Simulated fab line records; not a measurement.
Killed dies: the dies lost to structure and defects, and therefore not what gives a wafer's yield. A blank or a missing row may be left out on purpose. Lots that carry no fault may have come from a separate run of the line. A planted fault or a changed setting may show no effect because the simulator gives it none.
Split-lot experiment || flow n5-finfet || 7 lots, 21 wafers read, on a route of 1938 steps

ABOUT THE SPLIT
At N5_MOL_CONTACT_COAG_DESCUM_45 (chemistry O2, time 7 s), the setting time-s was moved away from the recipe's 7 s on 9 of the 21 wafers read, by -14.0% to +18.3%. This setting was run at the recipe's value on the other wafers.

Reading taken at the split's own step.

THE READING
CAR-EUV_of_MOL_CONTACT_COAG_COAT_34.thk-nm (the simulator's own value, which no gauge read), in nm, at N5_MOL_CONTACT_COAG_DESCUM_45 (chemistry O2, time 7 s). The file does not state a usual value for it. Average 36.2 nm, standard deviation 0.055 nm, over the 12 wafers here run with the recipe.

{"wafer": "L074.1", "tool, chamber at the split": "rie-diel-01, 3", "time-s as run, s": 7, "against the recipe": "recipe", "CAR-EUV_of_MOL_CONTACT_COAG_COAT_34.thk-nm, nm": 36.2, "against lot-mates on the recipe": "-"}
{"wafer": "L074.2", "tool, chamber at the split": "rie-diel-01, 1", "time-s as run, s": 7.543, "against the recipe": "+7.8%", "CAR-EUV_of_MOL_CONTACT_COAG_COAT_34.thk-nm, nm": 35.8, "against lot-mates on the recipe": -0.3}
{"wafer": "L074.5", "tool, chamber at the split": "rie-diel-01, 3", "time-s as run, s": 7, "against the recipe": "recipe", "CAR-EUV_of_MOL_CONTACT_COAG_COAT_34.thk-nm, nm": 36, "against lot-mates on the recipe": "-"}
{"wafer": "L080.1", "tool, chamber at the split": "rie-diel-04, 1,2", "time-s as run, s": 7, "against the recipe": "recipe", "CAR-EUV_of_MOL_CONTACT_COAG_COAT_34.thk-nm, nm": 36.2, "against lot-mates on the recipe": "-"}
{"wafer": "L080.2", "tool, chamber at the split": "rie-diel-04, 1,2", "time-s as run, s": 7, "against the recipe": "recipe", "CAR-EUV_of_MOL_CONTACT_COAG_COAT_34.thk-nm, nm": 36.2, "against lot-mates on the recipe": "-"}
{"wafer": "L080.5", "tool, chamber at the split": "rie-diel-04, 1", "time-s as run, s": 8.284, "against the recipe": "+18.3%", "CAR-EUV_of_MOL_CONTACT_COAG_COAT_34.thk-nm, nm": 35.4, "against lot-mates on the recipe": -0.8}
{"wafer": "L081.1", "tool, chamber at the split": "rie-diel-05, 2", "time-s as run, s": 7.809, "against the recipe": "+11.6%", "CAR-EUV_of_MOL_CONTACT_COAG_COAT_34.thk-nm, nm": 35.6, "against lot-mates on the recipe": -0.6}
{"wafer": "L081.2", "tool, chamber at the split": "rie-diel-05, 1", "time-s as run, s": 7, "against the recipe": "recipe", "CAR-EUV_of_MOL_CONTACT_COAG_COAT_34.thk-nm, nm": 36.2, "against lot-mates on the recipe": "-"}
{"wafer": "L081.5", "tool, chamber at the split": "rie-diel-05, 2", "time-s as run, s": 7.809, "against the recipe": "+11.6%", "CAR-EUV_of_MOL_CONTACT_COAG_COAT_34.thk-nm, nm": 35.8, "against lot-mates on the recipe": -0.4}
{"wafer": "L084.1", "tool, chamber at the split": "rie-diel-05, 3,2", "time-s as run, s": 6.02, "against the recipe": "-14.0%", "CAR-EUV_of_MOL_CONTACT_COAG_COAT_34.thk-nm, nm": 36.4, "against lot-mates on the recipe": "+0.2"}
{"wafer": "L084.4", "tool, chamber at the split": "rie-diel-05, 3,2", "time-s as run, s": 6.02, "against the recipe": "-14.0%", "CAR-EUV_of_MOL_CONTACT_COAG_COAT_34.thk-nm, nm": 36.4, "against lot-mates on the recipe": "+0.2"}
{"wafer": "L084.2", "tool, chamber at the split": "rie-diel-05, 1", "time-s as run, s": 7, "against the recipe": "recipe", "CAR-EUV_of_MOL_CONTACT_COAG_COAT_34.thk-nm, nm": 36.2, "against lot-mates on the recipe": "-"}
{"wafer": "L086.1", "tool, chamber at the split": "rie-diel-05, 1,3,3", "time-s as run, s": 7, "against the recipe": "recipe", "CAR-EUV_of_MOL_CONTACT_COAG_COAT_34.thk-nm, nm": 36.2, "against lot-mates on the recipe": "-"}
{"wafer": "L086.3", "tool, chamber at the split": "rie-diel-05, 1,3,3", "time-s as run, s": 7, "against the recipe": "recipe", "CAR-EUV_of_MOL_CONTACT_COAG_COAT_34.thk-nm, nm": 36.2, "against lot-mates on the recipe": "-"}
{"wafer": "L086.5", "tool, chamber at the split": "rie-diel-05, 1,3,3", "time-s as run, s": 7, "against the recipe": "recipe", "CAR-EUV_of_MOL_CONTACT_COAG_COAT_34.thk-nm, nm": 36.2, "against lot-mates on the recipe": "-"}
{"wafer": "L087.3", "tool, chamber at the split": "rie-diel-01, 1,1,2", "time-s as run, s": 8.128, "against the recipe": "+16.1%", "CAR-EUV_of_MOL_CONTACT_COAG_COAT_34.thk-nm, nm": 35.4, "against lot-mates on the recipe": "no lot-mate on the recipe"}
{"wafer": "L087.5", "tool, chamber at the split": "rie-diel-01, 1,1,2", "time-s as run, s": 8.128, "against the recipe": "+16.1%", "CAR-EUV_of_MOL_CONTACT_COAG_COAT_34.thk-nm, nm": 35.4, "against lot-mates on the recipe": "no lot-mate on the recipe"}
{"wafer": "L087.6", "tool, chamber at the split": "rie-diel-01, 1,1,2", "time-s as run, s": 8.128, "against the recipe": "+16.1%", "CAR-EUV_of_MOL_CONTACT_COAG_COAT_34.thk-nm, nm": 35.4, "against lot-mates on the recipe": "no lot-mate on the recipe"}
{"wafer": "L091.4", "tool, chamber at the split": "rie-diel-04, 0,3,2", "time-s as run, s": 7, "against the recipe": "recipe", "CAR-EUV_of_MOL_CONTACT_COAG_COAT_34.thk-nm, nm": 36.2, "against lot-mates on the recipe": "-"}
{"wafer": "L091.5", "tool, chamber at the split": "rie-diel-04, 0,3,2", "time-s as run, s": 7, "against the recipe": "recipe", "CAR-EUV_of_MOL_CONTACT_COAG_COAT_34.thk-nm, nm": 36.2, "against lot-mates on the recipe": "-"}
{"wafer": "L091.6", "tool, chamber at the split": "rie-diel-04, 0,3,2", "time-s as run, s": 7, "against the recipe": "recipe", "CAR-EUV_of_MOL_CONTACT_COAG_COAT_34.thk-nm, nm": 36.2, "against lot-mates on the recipe": "-"}
If several chambers appear in one row, that row covers several wafers at once and the file leaves open which wafer was in which chamber.

FIT RESULTS
A straight line over all 21 wafers: CAR-EUV_of_MOL_CONTACT_COAG_COAT_34.thk-nm changes by -0.0368 nm for each +1% of time-s; r = -0.94; the points scatter about the line by 0.12 nm.
The same after taking each lot's own level away (the mean of its wafers on the recipe; 18 wafers): -0.0312 nm for each +1%; r = -0.92; scatter 0.11 nm.
That fit puts the effect of the largest move of time-s on the reading at 0.57 nm.
Measured against the standard deviation above, the lots' own levels, which go from 36.10 to 36.20 nm, span 1.8 times it.
Hence the slope depends on the lot-to-lot level, as the two fits are not the same.
Check: for one of the wafers moved furthest among these (+18.3%), held out of the fit, the line's prediction against its lot-mates is -0.542 nm. It came out at -0.8 nm against them.

OTHER SPLITS ON THESE WAFERS
Note: prior to the reading, these wafers also went through further splits. Each is held against what the fit with the lots' levels taken away leaves over:
{"other split on the same wafers": "N5_MOL_CONTACT_COAG_COAT_77 spin-rpm", "wafers away from the commonest value": 5, "r with CAR-EUV_of_MOL_CONTACT_COAG_COAT_34.thk-nm (lot level and that fit taken away)": -0.08}
{"other split on the same wafers": "N5_MOL_CONTACT_COAG_EXPOSE_37 dose-mj", "wafers away from the commonest value": 7, "r with CAR-EUV_of_MOL_CONTACT_COAG_COAT_34.thk-nm (lot level and that fit taken away)": -0.11}

FILE'S OWN FIT
CAR-EUV_of_MOL_CONTACT_COAG_COAT_34.thk-nm changes by -0.0352 nm for each +1% of time-s, r = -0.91.
